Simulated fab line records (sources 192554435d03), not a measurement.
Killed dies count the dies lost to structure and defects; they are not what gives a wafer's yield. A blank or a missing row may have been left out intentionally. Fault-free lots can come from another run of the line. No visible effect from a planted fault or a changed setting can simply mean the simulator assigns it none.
The tool behind it: which one? -- flow n5 finfet -- 12 lots, 36 wafers sampled, at 1 step of a route of 1938

## WHAT EACH GAUGE READ, for each wafer
N5_BEOL_M5_INSPECT_13: inspects for defects (brightfield).
lot,measured,on,raw defect count
L075,day 8 05:14,defect inspect-01,507 447 316
L078,day 8 23:19,defect inspect-02,409 373 423
L079,day 9 07:18,defect inspect-01,299 459 383
L081,day 10 00:07,defect inspect-02,500 487 541
L083,day 10 18:36,defect inspect-02,367 377 305
L087,day 11 19:34,defect inspect-02,622 634 466
L086,day 11 22:28,defect inspect-01,251 296 247
L090,day 12 03:13,defect inspect-01,356 453 445
L092,day 13 00:11,defect inspect-02,389 355 351
L093,day 13 06:16,defect inspect-02,349 290 254
L095,day 13 12:13,defect inspect-02,422 353 406
L097,day 14 13:56,defect inspect-02,481 370 376

## WHAT TOOL EACH LOT RAN ON (gives the tool, then ch and the chambers of the sampled wafers, and finally the start)
The record holds no process step before these readings.

## THE ANSWER, worked out from the rows above alone
Rule: what is usual is taken from the lots themselves. Put in order of their means at a reading, lots are off if they are a third of the lots or fewer, leave a main group of 4 or more, and stand apart from it by a gap of 3 or more times the standard deviation of the main group's means; of several such gaps the widest counts. The tables above print the reading to a certain number of digits; a main group whose means all agree to those digits is not used. Also off: a lot with no number at a reading for which 4 or more lots have one. Any other lot the step has rows for is counted as sound.
Across all readings shown, no lot is off: no conclusion can be drawn from this.

## WHAT WAS PUT IN BY THE SIMULATOR
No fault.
